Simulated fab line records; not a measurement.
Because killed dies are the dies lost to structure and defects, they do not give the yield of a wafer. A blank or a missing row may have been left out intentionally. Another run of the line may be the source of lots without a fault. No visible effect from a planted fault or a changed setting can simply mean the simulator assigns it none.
fab line records	flow nandHarc
[record] lots = 24	wafers = 72	lastDay = 33
route steps=1302 shown A_CONTACT@1079 A_BLC@1121 A_M0@1161
lots with no fault: from the same line, run without faults
startH: hours from the record's opening day to when the first of the lot's shown wafers began	waitH: hours elapsed since this lot's preceding step	" repeats the value in the row above	L1.1+2: one row covering several wafers at once	- no value, or no start was given	* or withheld: withheld	< > ~ a bound
route shown NAME@n: a module of which the file shows steps, and the number in the route of the first	usual: average and standard deviation across the fault-free wafers	same: alike in all rows	chamber/n: place in a boat	sites: readings site by site	_std_site: the standard deviation of these	_edge_site: mean of outer sites minus mean of inner sites	radiusMm: how far each site lies from the wafer's centre	mask NAME#n: copy n	behind: tool/chamber where the wafer was last shaped	hold: cause of the lot's hold/its duration in hours/its outcome	device: the n, p or np transistor that did not switch	end of line: tests of these same wafers at the route's end	step lacking rows: just its recipe	killed: count of dies lost to structure and defects at first sort (not the wafer's yield)	map: the dies of a wafer, with x for killed, . for not killed, _ for no die there
set.NAME: the setting the step ran with; set.NAME@STEP: the setting that earlier step ran with	model.NAME: the simulator's own value behind a step, which no gauge read
steps of the route over a sample of lots; a table a step, a row a wafer
services: when a tool's chamber went out of use (startH, in hours from the record's first day, below 0 if earlier), for how many hours, and the reason
[[steps]]
[step NHARC_A_CONTACT_OVL_MEAS_09]
[usual] overlayXNm = 0.2/0.78	overlayYNm = -0.1/0.82
lot.wafer	tool	chamber	startH	waitH	overlayXNm	overlayYNm
L074.1	overlay-02	-	521.05	-	-0.4	-0.2
L074.3	"	-	"	"	0.3	0.5
L074.6	"	-	"	"	0.1	0.4
L077.3	overlay-01	-	533.66	-	0.5	0.6
L077.4	"	-	"	"	-0.3	0.3
L077.6	"	-	"	"	-0.2	0.3
L076.1	overlay-01	-	536.56	-	-0.2	-1.4
L076.4	"	-	"	"	-0.3	-1.6
L076.5	"	-	"	"	-0.3	-1.3
L075.1	overlay-01	-	538.36	-	0.1	-0.4
L075.4	"	-	"	"	0.1	-0.8
L075.5	"	-	"	"	0.1	-0.7
L078.2	overlay-02	-	547.88	-	0.4	0.4
L078.3	"	-	"	"	0.2	0.5
L078.5	"	-	"	"	0.6	0.6
L079.1	overlay-02	-	571.42	-	-0.3	0.9
L079.3	"	-	"	"	-0.3	-0.1
L079.6	"	-	"	"	0.5	0.7
L080.1	overlay-01	-	576.31	-	0.3	-0.4
L080.4	"	-	"	"	0.1	-0.1
L080.6	"	-	"	"	-0.5	0.4
L081.2	overlay-02	-	586.50	-	-0.4	-0.9
L081.4	"	-	"	"	-0.7	-0.8
L081.6	"	-	"	"	-0.5	-0.7
L082.3	overlay-01	-	605.91	-	-0.4	-0.3
L082.4	"	-	"	"	0.0	0.0
L082.6	"	-	"	"	0.5	-0.1
L086.2	overlay-02	-	618.75	-	-0.4	1.4
L086.3	"	-	"	"	-0.8	1.6
L086.6	"	-	"	"	0.4	1.1
L085.1	overlay-01	-	619.02	-	1.3	-0.7
L085.2	"	-	"	"	1.6	-0.4
L085.3	"	-	"	"	1.6	-0.5
L084.2	overlay-02	-	620.48	-	1.6	-0.2
L084.4	"	-	"	"	1.5	-0.4
L084.5	"	-	"	"	1.5	0.1
L083.1	overlay-01	-	624.63	-	0.1	-1.5
L083.3	"	-	"	"	-0.2	-1.1
L083.5	"	-	"	"	0.4	-1.0
L089.1	overlay-02	-	650.99	-	0.4	0.6
L089.4	"	-	"	"	0.2	0.4
L089.6	"	-	"	"	0.6	0.7
L088.1	overlay-01	-	655.63	-	1.0	-1.8
L088.4	"	-	"	"	0.7	-1.7
L088.5	"	-	"	"	1.0	-2.1
L087.3	overlay-01	-	656.63	-	0.3	-0.3
L087.4	"	-	"	"	0.6	-0.3
L087.6	"	-	"	"	0.3	-0.5
L091.2	overlay-01	-	677.86	-	-0.1	-0.8
L091.3	"	-	"	"	0.3	-0.8
L091.6	"	-	"	"	0.4	-0.6
L090.1	overlay-02	-	694.07	-	0.6	-0.5
L090.5	"	-	"	"	0.9	-0.4
L090.6	"	-	"	"	-0.2	-0.5
L093.3	overlay-01	-	697.83	-	-1.3	-0.9
L093.4	"	-	"	"	-1.6	-0.7
L093.6	"	-	"	"	-0.9	-0.3
L092.4	overlay-01	-	709.08	-	-0.4	0.8
L092.5	"	-	"	"	-0.7	0.5
L092.6	"	-	"	"	-0.4	1.0
L094.1	overlay-02	-	721.74	-	-0.1	0.9
L094.2	"	-	"	"	-0.5	1.3
L094.4	"	-	"	"	-0.2	1.3
L095.2	overlay-01	-	728.64	-	-0.4	-0.2
L095.3	"	-	"	"	-0.5	-0.4
L095.6	"	-	"	"	-0.6	-0.3
L096.2	overlay-01	-	740.74	-	1.9	0.2
L096.4	"	-	"	"	2.4	-0.2
L096.5	"	-	"	"	1.9	0.1
L097.2	overlay-01	-	746.10	-	1.6	0.9
L097.4	"	-	"	"	1.1	0.9
L097.5	"	-	"	"	1.4	0.7
[step NHARC_A_CONTACT_ETCH_138]
[recipe] sourceW = withheld	pressureMtorr = 20	biasV = 1200	timeS = 311	targetDepthA = 19140	arFlowSccm = withheld	c4f8FlowSccm = withheld	o2FlowSccm = withheld	chemistry = C4F8/O2/Ar
lot.wafer	tool	chamber	startH	waitH	rfHoursCounterH
L074.1	harCapEtch-01	0	523.28	0.2	3
L074.3	"	0	"	"	-
L074.6	"	1	"	"	-
L077.3	harCapEtch-03	1	536.20	0.2	-
L077.4	"	0	"	"	-
L077.6	"	1	"	"	-
L076.1	harCapEtch-01	1	539.39	0.2	6
L076.4	"	1	"	"	-
L076.5	"	1	"	"	-
L075.1	harCapEtch-03	0	541.49	0.2	51
L075.4	"	1	"	"	-
L075.5	"	0	"	"	-
L078.2	harCapEtch-02	1	550.12	0.2	95
L078.3	"	0	"	"	-
L078.5	"	0	"	"	-
L079.1	harCapEtch-02	1	574.05	0.3	98
L079.3	"	1	"	"	-
L079.6	"	1	"	"	-
L080.1	harCapEtch-01	0	579.24	0.2	12
L080.4	"	0	"	"	-
L080.6	"	1	"	"	-
L081.2	harCapEtch-01	0	589.06	0.3	14
L081.4	"	1	"	"	-
L081.6	"	0	"	"	-
L082.4	harCapEtch-03	1	608.75	0.2	-
L082.3	"	0	"	"	-
L082.6	"	0	"	"	-
L086.2	harCapEtch-03	0	621.03	0.2	64
L086.3	"	0	"	"	-
L086.6	"	1	"	"	-
L085.1	harCapEtch-02	0	621.25	0.2	108
L085.2	"	1	"	"	108
L085.3	"	0	"	"	-
L084.2	harCapEtch-01	0	623.06	0.3	23
L084.4	"	0	"	"	-
L084.5	"	1	"	"	-
L083.1	harCapEtch-03	1	626.86	0.2	65
L083.3	"	1	"	"	-
L083.5	"	1	"	"	-
L089.1	harCapEtch-01	1	653.22	0.2	28
L089.4	"	1	"	"	-
L089.6	"	1	"	"	-
L088.1	harCapEtch-03	0	657.91	0.2	71
L088.4	"	1	"	"	-
L088.5	"	0	"	"	-
L087.3	harCapEtch-01	1	658.96	0.2	-
L087.4	"	0	"	"	-
L087.6	"	0	"	"	-
L091.2	harCapEtch-02	1	680.08	0.2	118
L091.3	"	1	"	"	-
L091.6	"	1	"	"	-
L090.1	harCapEtch-02	0	696.40	0.2	121
L090.5	"	0	"	"	-
L090.6	"	1	"	"	-
L093.4	harCapEtch-03	0	700.16	0.2	-
L093.3	"	1	"	"	-
L093.6	"	0	"	"	-
L092.4	harCapEtch-01	1	711.42	0.2	-
L092.5	"	1	"	"	-
L092.6	"	0	"	"	-
L094.2	harCapEtch-02	0	724.37	0.3	126
L094.1	"	1	"	"	126
L094.4	"	0	"	"	-
L095.2	harCapEtch-02	0	730.92	0.2	128
L095.3	"	1	"	"	-
L095.6	"	0	"	"	-
L096.2	harCapEtch-03	0	743.36	0.3	86
L096.4	"	0	"	"	-
L096.5	"	1	"	"	-
L097.2	harCapEtch-02	0	748.44	0.2	131
L097.4	"	1	"	"	-
L097.5	"	0	"	"	-
[step NHARC_A_BLC_ETCH_16]
[recipe] targetDepthA = 390	overEtchFrac = 0.3	timeS = 65	ionEnergyEv = 80	cf4FlowSccm = 150	arFlowSccm = 0	rfW = 300	biasW = 100	chemistry = CF4
[usual] biasW = 100.0/0.31	drypumpMotorCurrentA = 5.7/0.42	oesProductAu = 1.001/0.0093	rfVppV = 151.1/1.4	showerheadPlenumPTorr = 1.75/0.084	throttleValvePct = 13.283/0.01
lot.wafer	tool	chamber	startH	waitH	biasW	drypumpMotorCurrentA	oesProductAu	rfHoursCounterH	rfVppV	showerheadPlenumPTorr	throttleValvePct
L074.3	rieDiel-04	1	527.43	0.1	99.8	6.5	1.011	10	149.6	1.65	13.284
L074.1	"	3	"	"	100.1	5.5	1.002	8	151.4	1.77	13.271
L074.6	"	2	"	"	99.7	5.8	0.991	-	149.4	1.67	13.267
L077.3	rieDiel-04	3	542.23	0.1	99.3	5.5	1.009	0	152.1	1.77	13.291
L077.4	"	1	"	"	99.2	6.5	0.999	0	150.0	1.65	13.287
L077.6	"	2	"	"	100.1	5.7	0.996	-	149.9	1.67	13.271
L076.4	rieDiel-09	2	543.75	0.1	100.3	6.4	1.002	13	150.6	1.83	13.292
L076.1	"	0	"	"	100.2	6.2	0.987	12	153.8	1.87	13.284
L076.5	"	2	"	"	100.2	6.4	1.000	-	151.1	1.82	13.291
L075.1	rieDiel-09	2	546.05	0.1	99.7	6.4	1.009	13	152.0	1.83	13.273
L075.4	"	3	"	"	99.7	5.0	1.017	13	151.1	1.69	13.296
L075.5	"	1	"	"	99.7	5.5	1.011	-	152.1	1.78	13.291
L078.3	rieDiel-11	2	554.40	0.1	100.3	5.3	1.006	9	152.3	1.78	13.277
L078.2	"	0	"	"	100.1	5.7	1.013	7	150.7	1.77	13.279
L078.5	"	1	"	"	99.9	5.5	1.003	-	151.2	1.88	13.281
L079.3	rieDiel-04	2	578.44	0.1	99.4	5.8	0.996	4	149.7	1.67	13.281
L079.1	"	3	"	"	100.0	5.5	1.005	3	151.0	1.77	13.291
L079.6	"	1	"	"	100.0	6.6	1.005	-	149.0	1.65	13.279
L080.4	rieDiel-11	1	583.35	0.1	100.5	5.6	1.001	11	152.0	1.88	13.279
L080.1	"	3	"	"	99.7	5.8	0.993	11	152.6	1.88	13.282
L080.6	"	1	"	"	100.2	5.6	1.015	-	152.5	1.88	13.285
L081.4	rieDiel-09	2	593.42	0.1	99.5	6.3	1.010	31	152.8	1.82	13.279
L081.2	"	3	"	"	100.0	5.0	1.005	28	150.9	1.69	13.286
L081.6	"	2	"	"	100.1	6.3	1.015	-	152.1	1.82	13.296
L082.4	rieDiel-04	3	612.99	0.1	99.9	5.5	1.005	5	150.1	1.77	13.276
L082.3	"	0	"	"	100.2	5.4	0.996	5	149.2	1.65	13.289
L082.6	"	1	"	"	100.6	6.6	1.002	-	150.0	1.65	13.279
L086.3	rieDiel-11	1	625.16	0.1	100.0	5.6	0.991	1	151.4	1.88	13.269
L086.2	"	2	"	"	100.3	5.3	1.005	0	150.2	1.78	13.285
L086.6	"	1	"	"	100.2	5.6	1.000	-	153.5	1.88	13.279
L085.3	rieDiel-04	0	625.52	0.1	100.2	5.3	0.990	6	150.4	1.65	13.248
L085.2	"	2	"	"	100.5	5.7	0.987	7	150.4	1.67	13.276
L085.1	"	3	"	"	100.1	5.5	1.010	7	153.0	1.77	13.290
L084.2	rieDiel-04	2	627.53	0.1	100.3	5.8	0.988	8	148.4	1.67	13.297
L084.4	"	3	"	"	100.0	5.5	1.015	-	151.0	1.77	13.286
L084.5	"	0	"	"	99.7	5.3	0.994	-	149.9	1.65	13.275
L083.3	rieDiel-04	0	631.15	0.1	100.0	5.3	0.984	7	149.6	1.65	13.269
L083.1	"	3	"	"	100.0	5.5	1.002	8	150.3	1.77	13.272
L083.5	"	0	"	"	100.1	5.4	0.985	-	147.5	1.65	13.265
L089.1	rieDiel-11	3	657.49	0.1	99.6	5.8	0.992	3	152.2	1.88	13.288
L089.4	"	1	"	"	100.0	5.6	0.993	3	152.8	1.88	13.277
L089.6	"	2	"	"	100.1	5.3	1.000	-	154.2	1.78	13.275
L088.1	rieDiel-09	2	662.13	0.1	100.4	6.3	1.002	59	152.8	1.81	13.292
L088.4	"	3	"	"	99.9	4.9	0.995	56	150.7	1.68	13.286
L088.5	"	2	"	"	100.5	6.3	1.004	-	151.4	1.81	13.279
L087.4	rieDiel-04	2	663.60	0.6	100.0	5.8	0.990	11	148.9	1.66	13.284
L087.3	"	3	"	"	99.5	5.5	1.001	11	151.4	1.76	13.290
L087.6	"	2	"	"	100.2	5.8	0.987	-	148.9	1.66	13.312
L091.3	rieDiel-11	2	684.51	0.1	99.6	5.3	1.007	4	152.2	1.78	13.264
L091.2	"	3	"	"	99.5	5.8	1.009	4	153.9	1.88	13.297
L091.6	"	0	"	"	100.1	5.7	1.013	-	150.9	1.77	13.281
L090.1	rieDiel-11	3	700.68	0.1	100.3	5.8	1.004	6	151.3	1.88	13.275
L090.6	"	1	"	"	99.8	5.5	1.004	-	153.3	1.88	13.296
L090.5	"	2	"	"	99.8	5.3	1.015	-	150.3	1.78	13.290
L093.4	rieDiel-04	3	705.32	0.1	100.4	5.5	1.011	12	151.2	1.76	13.290
L093.3	"	0	"	"	100.3	5.3	0.991	10	150.5	1.64	13.297
L093.6	"	1	"	"	99.9	6.5	1.008	-	149.5	1.65	13.277
L092.4	rieDiel-09	0	715.64	0.1	99.8	6.2	0.996	12	153.3	1.86	13.301
L092.5	"	3	"	"	100.4	5.0	1.003	-	150.8	1.67	13.287
L092.6	"	0	"	"	100.4	6.2	0.994	-	152.3	1.86	13.292
L094.4	rieDiel-04	3	728.81	0.1	100.2	5.5	1.004	0	151.8	1.76	13.295
L094.1	"	0	"	"	99.8	5.3	0.999	0	149.8	1.64	13.289
L094.2	"	1	"	"	100.3	6.6	1.007	0	147.7	1.65	13.272
L095.2	rieDiel-11	2	735.19	0.1	100.0	5.4	1.012	10	152.2	1.78	13.287
L095.3	"	3	"	"	99.9	5.8	1.004	9	152.2	1.87	13.294
L095.6	"	3	"	"	100.4	5.8	1.000	-	153.3	1.87	13.282
L096.2	rieDiel-09	2	747.63	0.1	99.9	6.3	1.007	21	151.9	1.81	13.278
L096.4	"	0	"	"	100.3	6.2	0.992	25	152.8	1.85	13.274
L096.5	"	1	"	"	100.0	5.5	1.011	-	151.9	1.76	13.285
L097.4	rieDiel-04	0	752.70	0.1	99.8	5.3	1.008	2	149.8	1.64	13.285
L097.2	"	3	"	"	99.8	5.5	1.005	2	150.4	1.76	13.297
L097.5	"	1	"	"	99.9	6.5	1.018	-	150.6	1.64	13.300
[step NHARC_A_BLC_CVD_24]
[recipe] targetThkA = 1500	tempC = 300	pressureTorr = 40	wf6FlowSccm = 40	h2FlowSccm = 1600	arFlowSccm = 1560	timeS = 434	material = W
[usual] heaterPowerW = 449/46	throttleValvePct = 8.18/0.23
lot.wafer	tool	chamber	startH	waitH	heaterPowerW	sinceWetCleanH	throttleValvePct
L074.1	cvdW-02	0	-	-	418	66	8.31
L074.3	"	0	"	"	416	-	8.38
L074.6	"	1	"	"	529	-	8.20
L077.4	cvdW-02	0	-	-	412	-	8.14
L077.3	"	1	"	"	524	-	8.32
L077.6	"	1	"	"	542	-	8.01
L076.1	cvdW-01	0	-	-	458	167	8.54
L076.4	"	0	"	"	467	-	8.39
L076.5	"	0	"	"	468	-	8.10
L075.1	cvdW-02	1	-	-	527	85	8.05
L075.4	"	0	"	"	420	-	8.35
L075.5	"	0	"	"	409	-	8.16
L078.2	cvdW-02	0	-	-	414	93	8.25
L078.3	"	1	"	"	528	-	8.11
L078.5	"	0	"	"	415	-	8.37
L079.1	cvdW-02	0	-	-	424	117	8.40
L079.3	"	0	"	"	416	-	8.31
L079.6	"	0	"	"	419	-	8.30
L080.1	cvdW-02	0	-	-	410	122	8.35
L080.4	"	1	"	"	536	-	8.18
L080.6	"	0	"	"	409	-	8.47
L081.2	cvdW-01	1	-	-	412	35	8.05
L081.4	"	1	"	"	420	-	7.74
L081.6	"	1	"	"	426	-	7.83
L082.4	cvdW-01	0	-	-	423	-	8.29
L082.3	"	1	"	"	420	-	7.92
L082.6	"	0	"	"	434	-	8.12
L086.2	cvdW-01	0	-	-	440	67	8.08
L086.3	"	1	"	"	418	-	7.99
L086.6	"	1	"	"	414	-	8.09
L085.2	cvdW-02	1	-	-	538	165	8.19
L085.1	"	0	"	"	409	165	8.59
L085.3	"	0	"	"	418	-	8.61
L084.2	cvdW-02	1	-	-	528	167	8.27
L084.4	"	1	"	"	545	-	8.62
L084.5	"	1	"	"	552	-	8.64
L083.1	cvdW-01	0	-	-	430	73	8.33
L083.3	"	0	"	"	438	-	8.37
L083.5	"	0	"	"	431	-	8.09
L089.1	cvdW-01	1	-	-	425	100	8.07
L089.4	"	0	"	"	442	-	8.27
L089.6	"	0	"	"	427	-	8.32
L088.1	cvdW-01	1	-	-	417	104	7.54
L088.4	"	0	"	"	436	-	8.12
L088.5	"	0	"	"	439	-	8.51
L087.4	cvdW-01	1	-	-	420	-	8.21
L087.3	"	0	"	"	431	-	8.37
L087.6	"	1	"	"	429	-	7.92
L091.2	cvdW-02	0	-	-	407	43	8.16
L091.3	"	0	"	"	421	-	8.47
L091.6	"	0	"	"	416	-	8.16
L090.1	cvdW-01	0	-	-	430	143	8.34
L090.6	"	1	"	"	412	-	7.88
L090.5	"	0	"	"	429	-	8.38
L093.3	cvdW-01	0	-	-	446	-	8.28
L093.4	"	1	"	"	414	-	7.97
L093.6	"	1	"	"	416	-	8.06
L092.4	cvdW-01	0	-	-	440	-	8.35
L092.6	"	0	"	"	424	-	8.20
L092.5	"	1	"	"	408	-	8.04
L094.2	cvdW-02	1	-	-	520	87	7.72
L094.1	"	0	"	"	412	87	8.20
L094.4	"	1	"	"	507	-	7.89
L095.2	cvdW-02	1	-	-	512	93	8.07
L095.3	"	1	"	"	518	-	8.11
L095.6	"	1	"	"	517	-	8.16
L096.2	cvdW-01	1	-	-	421	9	8.00
L096.4	"	0	"	"	460	-	8.20
L096.5	"	1	"	"	433	-	8.11
L097.2	cvdW-01	0	-	-	456	14	8.35
L097.4	"	0	"	"	457	-	8.36
L097.5	"	0	"	"	455	-	8.22
[step NHARC_A_M0_ANNEAL_30]
[recipe] tempC = 225	timeS = 90
[usual] wafer_temp_C_max = 225.81/0.25
lot.wafer	tool	chamber	startH	waitH	wafer_temp_C_max
L074.1	rtpAnneal-02	0	533.04	0.3	226.07
L074.3	"	0	"	"	226.17
L074.6	"	0	"	"	225.97
L077.3	rtpAnneal-02	0	548.26	0.3	225.73
L077.4	"	0	"	"	225.69
L077.6	"	0	"	"	225.87
L076.1	rtpAnneal-01	0	549.47	0.3	225.71
L076.4	"	0	"	"	225.46
L076.5	"	0	"	"	225.57
L075.1	rtpAnneal-01	0	551.72	0.3	226.27
L075.4	"	0	"	"	225.52
L075.5	"	0	"	"	225.48
L078.2	rtpAnneal-01	0	560.07	0.3	225.51
L078.3	"	0	"	"	225.62
L078.5	"	0	"	"	225.68
L079.1	rtpAnneal-01	0	584.01	-	225.66
L079.3	"	0	"	"	225.96
L079.6	"	0	"	"	225.47
L080.1	rtpAnneal-01	0	589.01	-	225.83
L080.4	"	0	"	"	225.77
L080.6	"	0	"	"	226.00
L081.2	rtpAnneal-01	0	599.06	-	226.13
L081.4	"	0	"	"	225.79
L081.6	"	0	"	"	225.89
L082.3	rtpAnneal-02	0	618.68	0.3	226.15
L082.4	"	0	"	"	226.04
L082.6	"	0	"	"	226.33
L086.2	rtpAnneal-02	0	630.82	0.4	225.90
L086.3	"	0	"	"	226.25
L086.6	"	0	"	"	226.06
L085.1	rtpAnneal-01	0	631.30	0.3	225.50
L085.2	"	0	"	"	225.07
L085.3	"	0	"	"	225.96
L084.2	rtpAnneal-01	0	633.29	0.3	225.59
L084.4	"	0	"	"	225.74
L084.5	"	0	"	"	225.42
L083.1	rtpAnneal-01	0	636.85	0.4	225.82
L083.3	"	0	"	"	226.12
L083.5	"	0	"	"	225.77
L089.1	rtpAnneal-01	0	663.02	0.3	225.52
L089.4	"	0	"	"	225.61
L089.6	"	0	"	"	225.67
L088.1	rtpAnneal-02	0	667.78	0.3	225.83
L088.4	"	0	"	"	225.87
L088.5	"	0	"	"	226.19
L087.3	rtpAnneal-02	0	669.31	-	226.30
L087.4	"	0	"	"	225.62
L087.6	"	0	"	"	225.98
L091.2	rtpAnneal-02	0	690.02	-	225.96
L091.3	"	0	"	"	225.88
L091.6	"	0	"	"	225.95
L090.1	rtpAnneal-02	0	706.33	-	226.02
L090.5	"	0	"	"	225.92
L090.6	"	0	"	"	225.88
L093.3	rtpAnneal-02	0	711.03	-	225.77
L093.4	"	0	"	"	226.00
L093.6	"	0	"	"	225.90
L092.4	rtpAnneal-02	0	721.57	0.4	225.51
L092.5	"	0	"	"	226.25
L092.6	"	0	"	"	225.73
L094.1	rtpAnneal-01	0	734.27	-	225.72
L094.2	"	0	"	"	225.66
L094.4	"	0	"	"	226.05
L095.2	rtpAnneal-01	0	740.72	0.4	225.74
L095.3	"	0	"	"	226.23
L095.6	"	0	"	"	225.93
L096.2	rtpAnneal-01	0	753.15	-	225.58
L096.4	"	0	"	"	226.08
L096.5	"	0	"	"	225.72
L097.2	rtpAnneal-01	0	758.40	0.4	225.64
L097.4	"	0	"	"	225.59
L097.5	"	0	"	"	225.74
[step NHARC_A_M0_THK_MEAS_24]
[recipe] thkMeasGauge = xrf
[usual] thkNm = 114.3/1.6
lot.wafer	tool	chamber	startH	waitH	thkNm
L074.1	filmMetro-01	-	533.70	-	116.7
L074.3	"	-	"	"	115.0
L074.6	"	-	"	"	113.3
L077.3	filmMetro-02	-	548.81	-	113.8
L077.4	"	-	"	"	114.9
L077.6	"	-	"	"	113.2
L076.1	filmMetro-02	-	550.14	-	115.3
L076.4	"	-	"	"	113.2
L076.5	"	-	"	"	113.7
L075.1	filmMetro-01	-	552.38	-	112.9
L075.4	"	-	"	"	113.2
L075.5	"	-	"	"	112.3
L078.2	filmMetro-01	-	560.68	-	116.2
L078.3	"	-	"	"	117.1
L078.5	"	-	"	"	116.5
L079.1	filmMetro-01	-	584.67	-	114.2
L079.3	"	-	"	"	114.6
L079.6	"	-	"	"	112.6
L080.1	filmMetro-01	-	589.67	-	114.7
L080.4	"	-	"	"	114.9
L080.6	"	-	"	"	115.3
L081.2	filmMetro-02	-	599.67	-	113.7
L081.4	"	-	"	"	113.5
L081.6	"	-	"	"	111.3
L082.3	filmMetro-01	-	619.24	-	114.3
L082.4	"	-	"	"	113.6
L082.6	"	-	"	"	113.2
L086.2	filmMetro-02	-	631.42	-	115.5
L086.3	"	-	"	"	115.0
L086.6	"	-	"	"	113.3
L085.1	filmMetro-02	-	631.96	-	110.9
L085.2	"	-	"	"	115.0
L085.3	"	-	"	"	113.5
L084.2	filmMetro-02	-	633.90	-	114.0
L084.4	"	-	"	"	115.7
L084.5	"	-	"	"	113.5
L083.1	filmMetro-01	-	637.50	-	116.9
L083.3	"	-	"	"	117.7
L083.5	"	-	"	"	116.9
L089.1	filmMetro-01	-	663.68	-	113.5
L089.4	"	-	"	"	114.2
L089.6	"	-	"	"	115.8
L088.1	filmMetro-02	-	668.43	-	116.3
L088.4	"	-	"	"	115.3
L088.5	"	-	"	"	116.2
L087.3	filmMetro-01	-	669.87	-	115.2
L087.4	"	-	"	"	115.5
L087.6	"	-	"	"	118.5
L091.2	filmMetro-02	-	690.63	-	113.3
L091.3	"	-	"	"	113.2
L091.6	"	-	"	"	113.0
L090.1	filmMetro-01	-	706.99	-	115.9
L090.5	"	-	"	"	113.6
L090.6	"	-	"	"	115.1
L093.3	filmMetro-02	-	711.58	-	114.6
L093.4	"	-	"	"	114.2
L093.6	"	-	"	"	116.4
L092.4	filmMetro-02	-	722.07	-	115.0
L092.5	"	-	"	"	116.1
L092.6	"	-	"	"	115.3
L094.1	filmMetro-02	-	734.93	-	114.2
L094.2	"	-	"	"	112.6
L094.4	"	-	"	"	113.8
L095.2	filmMetro-02	-	741.33	-	111.2
L095.3	"	-	"	"	115.0
L095.6	"	-	"	"	112.6
L096.2	filmMetro-02	-	753.76	-	115.1
L096.4	"	-	"	"	115.4
L096.5	"	-	"	"	116.7
L097.2	filmMetro-02	-	759.00	-	114.5
L097.4	"	-	"	"	113.1
L097.5	"	-	"	"	112.9
[[services]]
tool	chamber	startH	hours	kind
cvdW-01	-	514.98	0.9	repair
cvdW-02	-	518.89	1.3	repair
rieDiel-04	-	532.05	9.0	pm
rieDiel-11	0	534.41	1.7	repair
cvdW-01	-	547.00	13.0	pm
cvdW-01	0	547.00	13.0	ventCycle
cvdW-01	1	547.00	13.0	ventCycle
cvdW-01	0	560.00	-	clean
rieDiel-11	-	609.50	9.0	pm
cvdW-01	-	617.31	1.4	repair
rieDiel-04	1	618.33	43.9	repair
cvdW-02	1	619.44	3.2	repair
cvdW-02	-	631.00	13.0	pm
rieDiel-04	0	651.43	3.7	repair
rieDiel-09	3	667.84	3.0	repair
rieDiel-09	-	672.22	0.8	repair
rieDiel-09	-	674.73	9.0	pm
cvdW-02	1	687.02	17.0	repair
cvdW-02	-	687.49	1.2	repair
cvdW-01	-	705.93	1.0	repair
rieDiel-04	-	709.05	9.0	pm
cvdW-01	-	728.00	13.0	pm
rtpAnneal-02	-	744.09	12.0	pm
harCapEtch-02	-	754.00	17.0	pm
[[key]]
fault none
